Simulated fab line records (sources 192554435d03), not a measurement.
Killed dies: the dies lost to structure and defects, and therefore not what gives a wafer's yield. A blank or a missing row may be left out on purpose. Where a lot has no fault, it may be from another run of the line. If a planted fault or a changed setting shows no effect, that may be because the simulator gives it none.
fab line records -- flow n5-finfet
[record] lots = 9, wafers = 27, last-day = 18
route steps=1938 shown HKMG_FIN@409 BEOL_M4@1111 PASSIVATION@1936
lots that met no fault: taken from a fault-free run of the same line
start-h: start of the lot's first displayed wafer, in hours after the record's first day -- wait-h: how many hours have passed since the lot's step before this one -- " identical to the entry in the row above -- L1.1+2: a single row standing in for several wafers -- - no value, or no start was given -- * or withheld: withheld -- < > ~ a bound
route shown NAME@n: names a module that has steps shown in the file, with the first one's number in the route -- usual: mean/standard deviation taken from wafers without a fault -- same: alike in all rows -- chamber/n: place in a boat -- sites: readings site by site -- _std_site: how widely they spread, as a standard deviation -- _edge_site: the outer-site mean with the inner-site mean subtracted -- radius-mm: for every site, how far away it sits from the centre of the wafer -- mask NAME#n: copy n -- behind: the most recent tool/chamber to have shaped the wafer -- hold: reason for holding the lot/hours on hold/outcome of the hold -- device: the transistor (n, p or np) that didn't switch -- end of line: tests run on the same wafers once the route is complete -- step lacking rows: just its recipe -- killed: dies that structure and defects cost at the first sort, which is not the same as the wafer's yield -- map: a wafer's dies, marking killed ones x, the rest . and places with no die _
set.NAME: the run value of the setting; set.NAME@STEP: its run value at that earlier step -- model.NAME: the simulator's own value behind a step, which no gauge read
steps of the route over a sample of lots; a table a step, a row a wafer
services: a tool's chamber out of use, with start hour (start-h, from the record's first day; less than 0 if before it), hours out, and reason
[[steps]]
[step N5_HKMG_FIN_STRIP_60]
[recipe] chemistry = N2/H2, power-w = 2500, temp-c = 300, h2-frac = 0.65, time-s = 360, pressure-mtorr = withheld, n2-flow-sccm = 1750, h2-flow-sccm = 3250
[usual] drypump-motor-current-A = 5.4/0.54, heater-power-w = 495/42, n2-flow-sccm = 1750/5.3, temp-c = 299.95/0.19
[same] time-s = 360
lot.wafer,tool,chamber,start-h,wait-h,drypump-motor-current-A,heater-power-w,n2-flow-sccm,rf-hours-counter-h,temp-c
L251.1,plasma-asher-02,0,78.51,0.0,5.1,559,1740,91,299.95
L251.3,plasma-asher-02,1,78.51,0.0,5.9,500,1753,-,299.71
L251.5,plasma-asher-02,0,78.51,0.0,5.1,550,1743,-,300.07
L253.1,plasma-asher-01,1,93.65,0.0,4.7,482,1749,35,299.92
L253.2,plasma-asher-01,0,93.65,0.0,6.0,439,1749,35,299.90
L253.6,plasma-asher-01,0,93.65,0.0,6.0,435,1752,-,299.68
L257.1,plasma-asher-02,1,116.90,0.0,5.9,490,1751,98,299.73
L257.3,plasma-asher-02,0,116.90,0.0,5.1,555,1737,-,299.84
L257.6,plasma-asher-02,1,116.90,0.0,5.9,497,1758,-,299.80
L259.3,plasma-asher-01,1,129.13,0.1,4.7,475,1737,-,300.29
L259.4,plasma-asher-01,0,129.13,0.1,6.0,451,1747,-,299.94
L259.6,plasma-asher-01,1,129.13,0.1,4.7,476,1746,-,300.37
L265.3,plasma-asher-02,1,164.70,0.1,5.9,488,1746,-,299.82
L265.4,plasma-asher-02,0,164.70,0.1,5.1,557,1760,-,299.92
L265.6,plasma-asher-02,1,164.70,0.1,5.9,490,1756,-,299.95
L266.2,plasma-asher-02,1,168.91,0.0,5.9,497,1754,108,299.79
L266.4,plasma-asher-02,1,168.91,0.0,5.9,494,1750,-,300.23
L266.6,plasma-asher-02,0,168.91,0.0,5.1,546,1749,-,299.78
L269.2,plasma-asher-02,0,186.88,0.0,5.1,564,1742,111,300.04
L269.4,plasma-asher-02,1,186.88,0.0,5.9,501,1751,-,300.06
L269.5,plasma-asher-02,1,186.88,0.0,5.9,505,1749,-,299.75
L270.3,plasma-asher-01,0,193.37,0.1,6.0,452,1751,-,299.92
L270.4,plasma-asher-01,1,193.37,0.1,4.7,474,1751,-,299.83
L270.5,plasma-asher-01,1,193.37,0.1,4.7,468,1753,-,299.93
L272.2,plasma-asher-01,1,206.49,0.0,4.7,454,1754,60,299.92
L272.4,plasma-asher-01,0,206.49,0.0,6.0,446,1752,-,299.99
L272.6,plasma-asher-01,1,206.49,0.0,4.7,464,1758,-,299.98
[step N5_HKMG_FIN_PWFM_ALD_03]
[recipe] material = TiN, target-thk-a = 20, temp-c = 400, ald-precursor-family = TiCl4, ald-co-reactant = NH3, pulse-time-s = 1, purge-time-s = 3, co-reactant-purge-time-s = 2, co-reactant-pulse-time-s = 2, ald-cycles = 91, pressure-torr = 3
[usual] ald-cycles = 91/0, heater-power-w = 853/90, precursor-pulse-height-rel = 0.998/0.021
lot.wafer,tool,chamber,start-h,wait-h,ald-cycles,heater-power-w,precursor-pulse-height-rel
L251.1,ald-metal-04,3,80.21,0.0,91,867,1.037
L251.3,ald-metal-04,2,80.21,0.0,91,864,1.026
L251.5,ald-metal-04,2,80.21,0.0,91,852,1.022
L253.1,ald-metal-02,0,95.21,0.0,91,1033,0.971
L253.2,ald-metal-02,2,95.21,0.0,91,775,1.004
L253.6,ald-metal-02,1,95.21,0.0,91,776,0.969
L257.1,ald-metal-02,3,118.46,0.0,91,902,1.004
L257.3,ald-metal-02,0,118.46,0.0,91,1023,1.016
L257.6,ald-metal-02,0,118.46,0.0,91,1002,0.985
L259.3,ald-metal-04,0,130.58,0.0,91,719,0.988
L259.4,ald-metal-04,2,130.58,0.0,91,869,1.017
L259.6,ald-metal-04,1,130.58,0.0,91,835,0.995
L265.3,ald-metal-04,0,166.30,0.0,81,718,0.988
L265.4,ald-metal-04,3,166.30,0.0,81,860,1.034
L265.6,ald-metal-04,1,166.30,0.0,81,857,0.979
L266.2,ald-metal-04,3,170.54,0.1,81,867,0.994
L266.4,ald-metal-04,2,170.54,0.1,81,839,0.967
L266.6,ald-metal-04,3,170.54,0.1,81,867,0.981
L269.2,ald-metal-02,3,188.45,0.0,91,857,1.001
L269.4,ald-metal-02,1,188.45,0.0,91,786,1.006
L269.5,ald-metal-02,3,188.45,0.0,91,881,0.982
L270.3,ald-metal-02,3,194.91,0.0,91,874,0.998
L270.4,ald-metal-02,0,194.91,0.0,91,1038,0.999
L270.5,ald-metal-02,2,194.91,0.0,91,788,0.983
L272.2,ald-metal-03,2,208.08,0.0,91,892,0.998
L272.4,ald-metal-03,1,208.08,0.0,91,817,1.011
L272.6,ald-metal-03,1,208.08,0.0,91,817,1.026
[step N5_HKMG_FIN_OVL_MEAS_13]
[recipe] points-per-wafer = 44
[usual] NWFM_OVL = -0.1/0.69
lot.wafer,tool,chamber,start-h,wait-h,NWFM_OVL[nm]
L251.1,overlay-01,0,81.08,0.0,0.5
L251.3,overlay-01,0,81.08,0.0,-0.7
L251.5,overlay-01,0,81.08,0.0,-0.3
L253.1,overlay-02,0,96.08,0.0,0.4
L253.2,overlay-02,0,96.08,0.0,0.1
L253.6,overlay-02,0,96.08,0.0,-0.5
L257.1,overlay-02,0,119.33,0.0,0.1
L257.3,overlay-02,0,119.33,0.0,-1.1
L257.6,overlay-02,0,119.33,0.0,-0.2
L259.3,overlay-02,0,131.45,0.0,0.0
L259.4,overlay-02,0,131.45,0.0,0.6
L259.6,overlay-02,0,131.45,0.0,-0.2
L265.3,overlay-02,0,167.17,0.0,-0.2
L265.4,overlay-02,0,167.17,0.0,-0.7
L265.6,overlay-02,0,167.17,0.0,-0.3
L266.2,overlay-02,0,171.28,0.0,0.3
L266.4,overlay-02,0,171.28,0.0,1.2
L266.6,overlay-02,0,171.28,0.0,0.3
L269.2,overlay-02,0,189.32,0.0,-0.7
L269.4,overlay-02,0,189.32,0.0,-0.5
L269.5,overlay-02,0,189.32,0.0,-0.5
L270.3,overlay-02,0,195.78,0.0,0.0
L270.4,overlay-02,0,195.78,0.0,0.3
L270.5,overlay-02,0,195.78,0.0,-0.2
L272.2,overlay-02,0,208.95,0.0,-0.4
L272.4,overlay-02,0,208.95,0.0,-0.8
L272.6,overlay-02,0,208.95,0.0,-0.1
[step N5_HKMG_FIN_DESCUM_17]
[recipe] chemistry = O2, time-s = 7.9, source-power-w = 50, bias-power-w = 20, pressure-mtorr = 20, rf-frequency-hz = 2.712e+07, temp-c = 40, resist = CAR-ArF, o2-flow-sccm = 225
[usual] drypump-motor-current-A = 5.8/0.42, oes-product-au = 0.81/0.068, rf-vpp-V = 242.7/1.4, showerhead-plenum-p-Torr = 2.06/0.063, temp-c = 39.98/0.11, throttle-valve-pct = 20.35/0.13
[same] time-s = 7.9
lot.wafer,tool,chamber,start-h,wait-h,drypump-motor-current-A,oes-product-au,rf-hours-counter-h,rf-vpp-V,showerhead-plenum-p-Torr,temp-c,throttle-valve-pct
L251.1,rie-diel-02,3,81.38,0.3,5.9,0.80,95,246.6,2.21,40.09,20.08
L251.3,rie-diel-02,1,81.38,0.3,6.1,0.80,102,242.3,2.01,39.87,20.35
L251.5,rie-diel-02,2,81.38,0.3,5.7,0.98,-,242.6,2.04,39.91,20.36
L253.1,rie-diel-01,1,96.16,0.1,5.0,0.70,233,241.2,1.99,39.96,20.76
L253.2,rie-diel-01,3,96.16,0.1,6.2,0.83,79,240.3,2.04,39.77,20.34
L253.6,rie-diel-01,2,96.16,0.1,5.6,0.81,-,244.7,2.12,39.96,20.38
L257.1,rie-diel-02,1,119.62,0.3,6.1,0.77,119,242.3,2.00,39.86,20.36
L257.3,rie-diel-02,0,119.62,0.3,5.2,0.71,176,244.9,2.07,40.05,20.38
L257.6,rie-diel-02,1,119.62,0.3,6.2,0.78,-,240.7,2.00,40.20,20.37
L259.3,rie-diel-02,1,131.51,0.0,6.1,0.78,125,243.4,2.00,39.96,20.36
L259.4,rie-diel-02,2,131.51,0.0,5.7,0.91,-,242.1,2.03,39.87,20.39
L259.6,rie-diel-02,1,131.51,0.0,6.1,0.78,-,241.0,2.00,39.96,20.39
L265.3,rie-diel-01,2,167.23,0.0,5.6,0.77,122,244.6,2.11,39.92,20.42
L265.4,rie-diel-01,2,167.23,0.0,5.6,0.77,-,243.0,2.11,39.87,20.42
L265.6,rie-diel-01,3,167.23,0.0,6.2,0.79,-,242.3,2.03,39.93,20.39
L266.2,rie-diel-01,0,171.34,0.0,6.2,0.84,62,242.6,2.03,39.89,20.31
L266.4,rie-diel-01,3,171.34,0.0,6.2,0.79,-,241.7,2.03,39.73,20.39
L266.6,rie-diel-01,0,171.34,0.0,6.2,0.84,-,243.1,2.03,39.85,20.33
L269.2,rie-diel-02,1,189.41,0.1,6.1,0.75,145,241.0,1.99,40.10,20.41
L269.4,rie-diel-02,3,189.41,0.1,5.9,0.76,139,244.3,2.19,40.27,20.13
L269.5,rie-diel-02,1,189.41,0.1,6.1,0.77,-,241.7,1.99,40.18,20.40
L270.3,rie-diel-02,1,195.90,0.1,6.1,0.76,147,241.6,1.99,39.93,20.41
L270.4,rie-diel-02,0,195.90,0.1,5.2,0.69,201,242.4,2.06,39.90,20.41
L270.5,rie-diel-02,0,195.90,0.1,5.3,0.69,-,244.4,2.06,40.12,20.40
L272.2,rie-diel-02,0,209.01,0.0,5.2,0.69,206,241.6,2.06,39.95,20.41
L272.4,rie-diel-02,1,209.01,0.0,6.1,0.75,153,242.3,1.99,40.00,20.42
L272.6,rie-diel-02,0,209.01,0.0,5.3,0.68,-,242.4,2.06,39.94,20.41
[step N5_BEOL_M4_RC_MEAS_101]
[usual] DIBL_N = 36.0/2, DIBL_P = 36.2/2.2, IOFF_N = 0.16/0.034, IOFF_P = 0.21/0.04, ION_N = 675/12, ION_P = 463/7.2, SS_N = 71.6/0.6, SS_P = 73.3/0.67, VT_N = 250/3, VT_P = -251/3.4
lot.wafer,tool,chamber,start-h,wait-h,DIBL_N[mV/V],DIBL_P[mV/V],IOFF_N[nA/um],IOFF_P[nA/um],ION_N[uA/um],ION_P[uA/um],SS_N[mV/dec],SS_P[mV/dec],VT_N[mV],VT_P[mV]
L251.1,prober-01,0,178.60,0.0,38.6,39.1,0.22,0.26,692,468,71.6,73.7,248,-250
L251.3,prober-01,0,178.60,0.0,37.0,37.7,0.19,0.24,684,467,71.2,73.8,246,-248
L251.5,prober-01,0,178.60,0.0,36.2,36.8,0.18,0.22,683,464,71.8,73.9,245,-250
L253.1,prober-02,0,193.11,0.0,36.7,38.3,0.18,0.23,680,465,71.9,72.7,249,-249
L253.2,prober-02,0,193.11,0.0,34.7,36.3,0.15,0.20,669,461,71.4,72.7,251,-252
L253.6,prober-02,0,193.11,0.0,35.8,37.5,0.16,0.21,669,460,71.4,72.5,248,-252
L257.1,prober-01,0,217.68,0.0,38.6,39.9,0.24,0.29,697,474,72.4,74.3,242,-245
L257.3,prober-01,0,217.68,0.0,36.6,37.6,0.20,0.25,680,462,71.6,73.6,245,-248
L257.6,prober-01,0,217.68,0.0,37.7,38.0,0.22,0.26,693,470,72.3,73.6,245,-248
L259.3,prober-01,0,227.74,0.3,34.5,35.0,0.14,0.21,673,467,70.8,72.9,249,-248
L259.4,prober-01,0,227.74,0.3,34.3,34.6,0.13,0.20,668,465,70.4,72.5,252,-251
L259.6,prober-01,0,227.74,0.3,34.4,34.0,0.13,0.18,670,460,71.1,72.6,252,-251
L265.3,prober-01,0,268.27,0.3,35.6,35.2,0.16,0.17,679,450,71.4,73.3,251,-254
L265.4,prober-01,0,268.27,0.3,39.0,39.3,0.24,0.23,697,464,72.2,74.0,246,-253
L265.6,prober-01,0,268.27,0.3,35.0,34.8,0.16,0.16,673,448,71.5,73.1,249,-256
L266.2,prober-01,0,269.60,0.2,37.9,38.1,0.19,0.19,691,460,72.3,73.6,248,-254
L266.4,prober-01,0,269.60,0.2,37.9,37.8,0.19,0.19,697,459,72.0,73.1,245,-254
L266.6,prober-01,0,269.60,0.2,36.9,36.9,0.17,0.17,681,451,71.6,73.2,248,-258
L269.2,prober-02,0,275.28,0.2,35.3,36.7,0.16,0.24,681,470,71.8,73.5,248,-247
L269.4,prober-02,0,275.28,0.2,39.6,39.8,0.24,0.31,696,475,73.1,74.0,248,-246
L269.5,prober-02,0,275.28,0.2,34.0,33.5,0.14,0.20,660,460,71.3,72.9,251,-250
L270.3,prober-02,0,309.24,0.3,38.0,38.2,0.18,0.23,675,462,71.4,74.1,250,-248
L270.4,prober-02,0,309.24,0.3,38.9,39.1,0.20,0.27,683,470,72.0,74.2,248,-247
L270.5,prober-02,0,309.24,0.3,38.2,38.4,0.18,0.23,682,469,72.5,74.7,248,-247
L272.2,prober-01,0,311.77,0.2,39.8,39.3,0.24,0.29,696,470,72.4,74.2,243,-246
L272.4,prober-01,0,311.77,0.2,35.9,36.6,0.17,0.23,690,464,71.0,72.5,247,-247
L272.6,prober-01,0,311.77,0.2,35.3,35.1,0.15,0.21,669,467,71.4,72.7,251,-252
[step N5_PASSIVATION_PROBE_49]
[usual] defect-limited-yield = 91.5/1.5, killed_at_M0_to_M3 = 33/10, killed_at_M4_up = 15/6.4, killed-at-contacts = 12/5.4, killed-at-front-end = 38/9.8, killed-at-other = 4/3.1, killed-dies = 101/18, killed-open = 67/14, killed-short = 33/7.9, sort_bin_5_function = 5.0/1, sort_bin_6_memory = 3.2/0.67, sort-n-pass = 1079/18, sort-yield-pct = 91.5/1.5
[same] gross-dies = 1180, killed-at-back-side = 0, sort_bin_4_leakage[%] = 0, sort_bin_8_speed[%] = 0
lot.wafer,tool,chamber,start-h,wait-h,defect-limited-yield[%],killed_at_M0_to_M3,killed_at_M4_up,killed-at-contacts,killed-at-front-end,killed-at-other,killed-dies,killed-open,killed-short,sort_bin_5_function[%],sort_bin_6_memory[%],sort-n-pass,sort-yield-pct[%]
L251.1,prober-02,-,295.99,0.0,92.5,28,18,13,26,3,88,48,34,4.6,2.5,1092,92.5
L251.3,prober-02,-,296.09,0.1,90.9,41,16,17,32,1,107,62,41,5.0,3.6,1073,90.9
L251.5,prober-02,-,296.19,0.2,92.5,24,18,3,35,9,89,61,25,4.0,2.9,1091,92.5
L253.1,prober-01,-,300.78,0.0,90.1,27,9,22,59,0,117,88,27,5.5,4.2,1063,90.1
L253.2,prober-01,-,300.83,0.1,90.6,28,18,25,39,1,111,80,30,6.0,3.1,1069,90.6
L253.6,prober-01,-,301.03,0.3,92.3,31,10,14,34,2,91,63,28,4.5,3.1,1089,92.3
L257.1,prober-02,-,330.82,0.0,87.5,50,35,12,50,0,147,112,35,7.7,4.4,1033,87.5
L257.3,prober-02,-,330.92,0.1,87.7,35,29,28,46,7,145,102,40,7.6,4.2,1035,87.7
L257.6,prober-02,-,331.07,0.3,88.5,41,30,4,58,3,136,88,46,6.5,4.7,1044,88.5
L259.3,prober-01,-,356.13,0.1,91.4,29,11,5,47,10,102,75,27,5.2,3.1,1078,91.4
L259.4,prober-01,-,356.18,0.2,90.8,37,20,8,35,9,109,80,27,4.7,4.2,1071,90.8
L259.6,prober-01,-,356.28,0.3,91.7,33,12,3,39,11,98,64,34,4.8,3.2,1082,91.7
L265.3,prober-01,-,397.53,0.1,93.6,24,14,4,33,1,76,47,29,4.1,2.4,1104,93.6
L265.4,prober-01,-,397.58,0.2,93.1,25,14,4,37,2,82,53,28,4.5,2.2,1098,93.1
L265.6,prober-01,-,397.68,0.3,93.8,20,10,13,26,4,73,44,29,3.6,2.5,1107,93.8
L266.2,prober-02,-,399.45,0.1,87.8,45,7,15,72,5,144,83,61,7.3,4.3,1036,87.8
L266.4,prober-02,-,399.55,0.2,89.9,30,15,13,49,12,119,87,32,6.4,3.4,1061,89.9
L266.6,prober-02,-,399.65,0.3,90.6,35,13,17,41,5,111,73,38,5.6,3.6,1069,90.6
L269.2,prober-01,-,401.11,0.1,91.4,37,12,13,37,3,102,70,31,5.1,3.2,1078,91.4
L269.4,prober-01,-,401.21,0.2,90.7,25,25,10,35,15,110,70,39,5.6,3.3,1070,90.7
L269.5,prober-01,-,401.26,0.2,91.8,28,12,6,46,5,97,70,26,4.0,3.9,1083,91.8
L272.2,prober-02,-,424.37,0.1,91.5,37,10,11,42,0,100,64,33,4.5,3.3,1080,91.5
L272.4,prober-02,-,424.47,0.2,93.1,22,8,9,41,2,82,55,25,4.1,2.6,1098,93.1
L272.6,prober-02,-,424.57,0.3,91.4,28,22,9,43,0,102,64,37,5.8,2.7,1078,91.4
L270.3,prober-02,-,435.84,0.1,93.1,32,11,12,26,0,81,45,35,3.6,3.0,1099,93.1
L270.4,prober-02,-,435.89,0.2,91.0,47,12,18,29,0,106,78,28,5.1,3.5,1074,91.0
L270.5,prober-02,-,435.94,0.2,91.3,46,9,19,22,7,103,61,42,4.7,3.6,1077,91.3
// killed by level:class
L251.1 BEOL_M0_SAQP:geometric-particle:short=14 MOL_CONTACT_COAG:geometric-particle:open=11 BEOL_M4:geometric-particle:open=7 BEOL_M0_SAQP:geometric-particle:open=6 STARTING-WAFER:geometric-particle:short=5 BEOL_M5:geometric-particle:open=5 FIN_SAQP:geometric-particle:open=4 FIN_SAQP:geometric-particle:short=4
L251.3 MOL_CONTACT_COAG:geometric-particle:open=11 BEOL_M0_SAQP:geometric-particle:short=10 BEOL_M0_SAQP:geometric-particle:open=10 FIN_SAQP:geometric-particle:short=8 FIN_SAQP:geometric-particle:open=7 MOL_CONTACT_COAG:geometric-particle:short=6 BEOL_M4:geometric-particle:open=6 BEOL_M1:geometric-particle:open=5
L251.5 FIN_SAQP:geometric-particle:open=9 BEOL_M3:geometric-particle:open=9 BEOL_M4:geometric-particle:open=9 BEOL_M0_SAQP:geometric-particle:open=6 FIN_SAQP:geometric-particle:short=5 BEOL_M0_SAQP:geometric-particle:short=5 STARTING-WAFER:geometric-particle:short=5 DUMMY_GATE:geometric-particle:open=4
L253.1 MOL_CONTACT_COAG:geometric-particle:open=20 STI_FIN_REVEAL:geometric-particle:open=18 FIN_SAQP:geometric-particle:open=13 FIN_SAQP:geometric-particle:short=7 DUMMY_GATE:geometric-particle:open=6 BEOL_M1:geometric-particle:open=6 BEOL_M2:geometric-particle:open=5 BEOL_M3:geometric-particle:open=5
L253.2 MOL_CONTACT_COAG:geometric-particle:open=23 STI_FIN_REVEAL:geometric-particle:open=10 BEOL_M3:geometric-particle:open=9 BEOL_M4:geometric-particle:open=8 FIN_SAQP:geometric-particle:open=7 BEOL_M0_SAQP:geometric-particle:short=7 FIN_SAQP:geometric-particle:short=6 BEOL_M0_SAQP:geometric-particle:open=5
L253.6 MOL_CONTACT_COAG:geometric-particle:open=11 BEOL_M3:geometric-particle:open=10 DUMMY_GATE:geometric-particle:open=7 ILD0:geometric-particle:short=7 FIN_SAQP:geometric-particle:open=6 BEOL_M0_SAQP:geometric-particle:short=6 BEOL_M2:geometric-particle:open=6 BEOL_M4:geometric-particle:open=5
L257.1 FIN_SAQP:geometric-particle:open=19 BEOL_M4:geometric-particle:open=19 BEOL_M3:geometric-particle:open=14 FIN_SAQP:geometric-particle:short=11 BEOL_M1:geometric-particle:open=11 BEOL_M0_SAQP:geometric-particle:open=10 STI_FIN_REVEAL:geometric-particle:open=8 DUMMY_GATE:geometric-particle:open=8
L257.3 MOL_CONTACT_COAG:geometric-particle:open=26 BEOL_M4:geometric-particle:open=12 BEOL_M0_SAQP:geometric-particle:open=11 GATE_CUT:geometric-particle:short=10 FIN_SAQP:geometric-particle:open=7 BEOL_M0_SAQP:geometric-particle:short=7 STI_FIN_REVEAL:geometric-particle:open=6 BEOL_M3:geometric-particle:open=6
L257.6 FIN_SAQP:geometric-particle:open=18 FIN_SAQP:geometric-particle:short=14 BEOL_M4:geometric-particle:open=14 BEOL_M0_SAQP:geometric-particle:short=11 STI_FIN_REVEAL:geometric-particle:open=10 BEOL_M0_SAQP:geometric-particle:open=9 BEOL_M3:geometric-particle:open=8 BEOL_M1:geometric-particle:open=5
L259.3 STI_FIN_REVEAL:geometric-particle:open=24 BEOL_M0_SAQP:geometric-particle:open=12 BEOL_M0_SAQP:geometric-particle:short=8 FIN_SAQP:geometric-particle:short=6 MOL_CONTACT_COAG:geometric-particle:open=5 BEOL_M4:geometric-particle:open=5 MIM_TOP:geometric-particle:open=4 BEOL_M2:geometric-particle:open=3
L259.4 BEOL_M0_SAQP:geometric-particle:open=9 FIN_SAQP:geometric-particle:open=8 BEOL_M3:geometric-particle:open=7 MOL_CONTACT_COAG:geometric-particle:open=7 BEOL_M2:geometric-particle:open=7 BEOL_M5:geometric-particle:open=7 BEOL_M0_SAQP:geometric-particle:short=6 STI_FIN_REVEAL:geometric-particle:open=5
L259.6 BEOL_M0_SAQP:geometric-particle:open=8 FIN_SAQP:geometric-particle:short=7 FIN_SAQP:geometric-particle:open=7 BEOL_M0_SAQP:geometric-particle:short=7 BEOL_M1:geometric-particle:open=7 ILD0:geometric-particle:open=6 BEOL_M3:geometric-particle:open=5 BEOL_M1:geometric-particle:short=4
L265.3 STI_FIN_REVEAL:geometric-particle:open=8 BEOL_M0_SAQP:geometric-particle:short=8 FIN_SAQP:geometric-particle:short=7 BEOL_M4:geometric-particle:open=6 STARTING-WAFER:geometric-particle:open=4 BEOL_M0:geometric-particle:open=4 BEOL_M7:geometric-particle:open=4 FIN_SAQP:geometric-particle:open=3
L265.4 FIN_SAQP:geometric-particle:short=9 STI_FIN_REVEAL:geometric-particle:open=8 FIN_SAQP:geometric-particle:open=6 BEOL_M0_SAQP:geometric-particle:open=6 BEOL_M4:geometric-particle:open=5 MOL_CONTACT_COAG:geometric-particle:open=4 BEOL_M2:geometric-particle:open=4 BEOL_M3:geometric-particle:short=4
L265.6 MOL_CONTACT_COAG:geometric-particle:open=9 BEOL_M0_SAQP:geometric-particle:open=8 FIN_SAQP:geometric-particle:short=5 BEOL_M4:geometric-particle:open=5 FIN_SAQP:geometric-particle:open=4 MOL_CONTACT_COAG:geometric-particle:short=4 BEOL_M0_SAQP:geometric-particle:short=4 GATE_CUT:geometric-particle:short=3
L266.2 FIN_SAQP:geometric-particle:open=28 FIN_SAQP:geometric-particle:short=23 BEOL_M0_SAQP:geometric-particle:open=14 BEOL_M0_SAQP:geometric-particle:short=14 MOL_CONTACT_COAG:geometric-particle:open=11 STI_FIN_REVEAL:geometric-particle:open=5 GATE_CUT:geometric-particle:short=5 BEOL_M3:geometric-particle:open=5
L266.4 FIN_SAQP:geometric-particle:open=27 MOL_CONTACT_COAG:geometric-particle:open=11 FIN_SAQP:geometric-particle:short=9 BEOL_M0_SAQP:geometric-particle:open=8 BEOL_M0_SAQP:geometric-particle:short=5 BEOL_M3:geometric-particle:open=5 BEOL_M7:geometric-particle:open=4 BEOL_M4:geometric-particle:open=4
L266.6 MOL_CONTACT_COAG:geometric-particle:open=13 BEOL_M0_SAQP:geometric-particle:open=12 FIN_SAQP:geometric-particle:open=10 BEOL_M0_SAQP:geometric-particle:short=10 FIN_SAQP:geometric-particle:short=8 STI_FIN_REVEAL:geometric-particle:open=6 BEOL_M4:geometric-particle:open=6 GATE_CUT:geometric-particle:short=5
L269.2 BEOL_M3:geometric-particle:open=12 MOL_CONTACT_COAG:geometric-particle:open=10 BEOL_M0_SAQP:geometric-particle:open=8 FIN_SAQP:geometric-particle:open=7 DUMMY_GATE:geometric-particle:open=6 BEOL_M0_SAQP:geometric-particle:short=5 STARTING-WAFER:geometric-particle:open=5 FIN_SAQP:geometric-particle:short=4
L269.4 BEOL_M4:geometric-particle:open=15 DUMMY_GATE:geometric-particle:open=7 MOL_CONTACT_COAG:geometric-particle:open=6 BEOL_M3:geometric-particle:open=6 PAD_METAL:geometric-particle:open=6 BEOL_M4:geometric-particle:short=6 FIN_SAQP:geometric-particle:short=5 BEOL_M0_SAQP:geometric-particle:short=5
L269.5 FIN_SAQP:geometric-particle:open=16 FIN_SAQP:geometric-particle:short=10 BEOL_M0:geometric-particle:open=8 STARTING-WAFER:geometric-particle:open=6 BEOL_M1:geometric-particle:open=6 BEOL_M4:geometric-particle:open=6 MOL_CONTACT_COAG:geometric-particle:open=5 BEOL_M0_SAQP:geometric-particle:open=5
L272.2 BEOL_M0_SAQP:geometric-particle:open=13 FIN_SAQP:geometric-particle:short=9 MOL_CONTACT_COAG:geometric-particle:open=8 STI_FIN_REVEAL:geometric-particle:open=7 BEOL_M1:geometric-particle:open=7 FIN_SAQP:geometric-particle:open=6 BEOL_M0_SAQP:geometric-particle:short=4 BEOL_M3:geometric-particle:open=4
L272.4 FIN_SAQP:geometric-particle:open=8 STI_FIN_REVEAL:geometric-particle:open=8 GATE_CUT:geometric-particle:short=7 MOL_CONTACT_COAG:geometric-particle:open=7 GATE_CUT:geometric-particle:open=6 BEOL_M0_SAQP:geometric-particle:open=4 FIN_SAQP:geometric-particle:short=3 BEOL_M0_SAQP:geometric-particle:short=3
L272.6 BEOL_M4:geometric-particle:open=15 BEOL_M1:geometric-particle:open=9 STI_FIN_REVEAL:geometric-particle:open=8 MOL_CONTACT_COAG:geometric-particle:open=7 FIN_SAQP:geometric-particle:short=5 ILD0:geometric-particle:short=5 GATE_CUT:geometric-particle:short=5 BEOL_M0_SAQP:geometric-particle:open=4
L270.3 FIN_SAQP:geometric-particle:short=10 BEOL_M0_SAQP:geometric-particle:short=10 MOL_CONTACT_COAG:geometric-particle:open=9 BEOL_M0_SAQP:geometric-particle:open=5 BEOL_M0:geometric-particle:open=5 BEOL_M2:geometric-particle:open=5 FIN_SAQP:geometric-particle:open=4 DUMMY_GATE:geometric-particle:open=4
L270.4 MOL_CONTACT_COAG:geometric-particle:open=17 BEOL_M0:geometric-particle:open=14 FIN_SAQP:geometric-particle:open=9 BEOL_M0_SAQP:geometric-particle:short=9 BEOL_M2:geometric-particle:open=7 BEOL_M1:geometric-particle:open=6 DUMMY_GATE:geometric-particle:open=4 GATE_CUT:geometric-particle:short=4
L270.5 MOL_CONTACT_COAG:geometric-particle:open=16 BEOL_M0_SAQP:geometric-particle:short=15 BEOL_M0_SAQP:geometric-particle:open=12 BEOL_M1:geometric-particle:open=7 BEOL_M3:geometric-particle:open=6 FIN_SAQP:geometric-particle:short=5 STARTING-WAFER:geometric-particle:short=5 MOL_CONTACT_COAG:geometric-particle:short=3
[[services]]
tool,chamber,start-h,hours,kind
rie-diel-01,0,61.42,4.9,repair
rie-diel-02,-,63.20,0.4,repair
plasma-asher-01,-,74.45,2.8,pm
rie-diel-01,0,90.34,2.5,repair
ald-metal-04,-,117.95,8.7,pm
rie-diel-01,3,123.27,6.5,repair
ald-metal-03,1,127.24,24.1,repair
rie-diel-02,0,128.23,12.0,repair
ald-metal-04,-,137.10,0.7,repair
plasma-asher-02,-,160.25,2.5,repair
rie-diel-01,1,162.05,-,clean
rie-diel-01,1,162.05,-,consumable-replace:focus-ring
rie-diel-01,1,162.05,-,consumable-replace:showerhead
rie-diel-01,1,162.05,22.6,scheduled-down
rie-diel-01,1,162.05,22.6,vent-cycle
rie-diel-01,-,196.61,0.9,repair
[[key]]
[first-sign] step = N5_HKMG_FIN_PWFM_ALD_03, reading = ald-cycles, direction = down, sigmas = 99+, usual = *, struck = *
effect none on later readings
met-at N5_HKMG_FIN_PWFM_ALD_03
struck-lots L265,L266
not-acting-at N5_HKMG_FIN_STRIP_60,N5_HKMG_FIN_OVL_MEAS_13,N5_HKMG_FIN_DESCUM_17
onset-between 130.58 166.30
[fault] kind = process-parameter-drift, tool = ald-metal-04, chamber = -, onset-h = 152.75, steps = N5_HKMG_FIN_PWFM_ALD_03, channel = ald-cycles, offset = *, shape = step, end-h = 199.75, acts-in = *, stated = *
